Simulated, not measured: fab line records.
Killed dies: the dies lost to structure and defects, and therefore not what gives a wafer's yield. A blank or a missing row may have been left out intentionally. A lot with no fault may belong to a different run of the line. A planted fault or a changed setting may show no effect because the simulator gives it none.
Chamber matching / flow n5_finfet / rie_diel-01 running N5_BEOL_M0_STRIP_140: 4 sister chambers
The step strips in CF4. 16 wafers are shown with their chamber, then 8 later ones without.

## WAFERS, EACH WITH ITS CHAMBER
wafer=L074.2; chamber=1; drypump_motor_current_A (A)=6.1; showerhead_plenum_p_Torr (Torr)=1.88; oes_product_au (a.u.)=0.82
wafer=L074.5; chamber=3; drypump_motor_current_A (A)=5.1; showerhead_plenum_p_Torr (Torr)=1.76; oes_product_au (a.u.)=0.86
wafer=L074.6; chamber=2; drypump_motor_current_A (A)=4.9; showerhead_plenum_p_Torr (Torr)=1.72; oes_product_au (a.u.)=0.72
wafer=L075.2; chamber=2; drypump_motor_current_A (A)=4.9; showerhead_plenum_p_Torr (Torr)=1.72; oes_product_au (a.u.)=0.72
wafer=L075.3; chamber=3; drypump_motor_current_A (A)=5.1; showerhead_plenum_p_Torr (Torr)=1.76; oes_product_au (a.u.)=0.86
wafer=L075.5; chamber=1; drypump_motor_current_A (A)=6.1; showerhead_plenum_p_Torr (Torr)=1.88; oes_product_au (a.u.)=0.82
wafer=L077.1; chamber=2; drypump_motor_current_A (A)=4.9; showerhead_plenum_p_Torr (Torr)=1.72; oes_product_au (a.u.)=0.71
wafer=L077.2; chamber=3; drypump_motor_current_A (A)=5.1; showerhead_plenum_p_Torr (Torr)=1.76; oes_product_au (a.u.)=0.85
wafer=L077.5; chamber=1; drypump_motor_current_A (A)=6.1; showerhead_plenum_p_Torr (Torr)=1.88; oes_product_au (a.u.)=0.82
wafer=L079.2; chamber=1; drypump_motor_current_A (A)=6.2; showerhead_plenum_p_Torr (Torr)=1.88; oes_product_au (a.u.)=0.82
wafer=L079.3; chamber=2; drypump_motor_current_A (A)=4.9; showerhead_plenum_p_Torr (Torr)=1.71; oes_product_au (a.u.)=0.72
wafer=L079.4; chamber=3; drypump_motor_current_A (A)=5.1; showerhead_plenum_p_Torr (Torr)=1.76; oes_product_au (a.u.)=0.85
wafer=L084.1; chamber=0; drypump_motor_current_A (A)=6.8; showerhead_plenum_p_Torr (Torr)=1.79; oes_product_au (a.u.)=0.74
wafer=L084.3; chamber=2; drypump_motor_current_A (A)=4.9; showerhead_plenum_p_Torr (Torr)=1.71; oes_product_au (a.u.)=0.70
wafer=L084.6; chamber=0; drypump_motor_current_A (A)=6.8; showerhead_plenum_p_Torr (Torr)=1.79; oes_product_au (a.u.)=0.73
wafer=L085.1; chamber=1; drypump_motor_current_A (A)=6.1; showerhead_plenum_p_Torr (Torr)=1.88; oes_product_au (a.u.)=0.80

SIGNATURES (means of the wafers above)
reading=drypump_motor_current_A; chamber 0=6.800; chamber 1=6.120; chamber 2=4.900; chamber 3=5.100; scatter within a chamber=0.0258
reading=showerhead_plenum_p_Torr; chamber 0=1.7900; chamber 1=1.8800; chamber 2=1.7160; chamber 3=1.7600; scatter within a chamber=0.00316
reading=oes_product_au; chamber 0=0.7350; chamber 1=0.8160; chamber 2=0.7140; chamber 3=0.8550; scatter within a chamber=0.00811
Rule: for each reading, subtract the chamber's mean from the wafer's reading, divide by that reading's scatter and square the result; add these up over the readings and take the root, which gives the wafer's distance from the chamber. If the next closest chamber is less than 2 further off than the closest, the wafer can't be placed; otherwise it belongs to the closest. How the scatter is found: for the shown wafers, subtract from each reading the mean of its chamber, square and add these, divide the total by (wafers less chambers), then take the root.

## WAFERS WHOSE CHAMBER IS MISSING
wafer=L085.3; drypump_motor_current_A (A)=6.8; showerhead_plenum_p_Torr (Torr)=1.79; oes_product_au (a.u.)=0.73
wafer=L085.6; drypump_motor_current_A (A)=5.1; showerhead_plenum_p_Torr (Torr)=1.76; oes_product_au (a.u.)=0.83
wafer=L091.1; drypump_motor_current_A (A)=4.9; showerhead_plenum_p_Torr (Torr)=1.71; oes_product_au (a.u.)=0.69
wafer=L091.5; drypump_motor_current_A (A)=6.1; showerhead_plenum_p_Torr (Torr)=1.87; oes_product_au (a.u.)=0.80
wafer=L091.6; drypump_motor_current_A (A)=4.9; showerhead_plenum_p_Torr (Torr)=1.71; oes_product_au (a.u.)=0.69
wafer=L092.4; drypump_motor_current_A (A)=6.1; showerhead_plenum_p_Torr (Torr)=1.87; oes_product_au (a.u.)=0.79
wafer=L092.5; drypump_motor_current_A (A)=4.9; showerhead_plenum_p_Torr (Torr)=1.71; oes_product_au (a.u.)=0.69
wafer=L092.6; drypump_motor_current_A (A)=5.1; showerhead_plenum_p_Torr (Torr)=1.75; oes_product_au (a.u.)=0.81

## EACH ONE'S CHAMBER
wafer=L085.3; from the rows above=0; in truth=0
wafer=L085.6; from the rows above=3; in truth=3
wafer=L091.1; from the rows above=2; in truth=2
wafer=L091.5; from the rows above=1; in truth=1
wafer=L091.6; from the rows above=2; in truth=2
wafer=L092.4; from the rows above=1; in truth=1
wafer=L092.5; from the rows above=2; in truth=2
wafer=L092.6; from the rows above=3; in truth=3
Correctly placed: 8 of 8. Can't be placed from these rows: 0. Placed wrongly: 0.
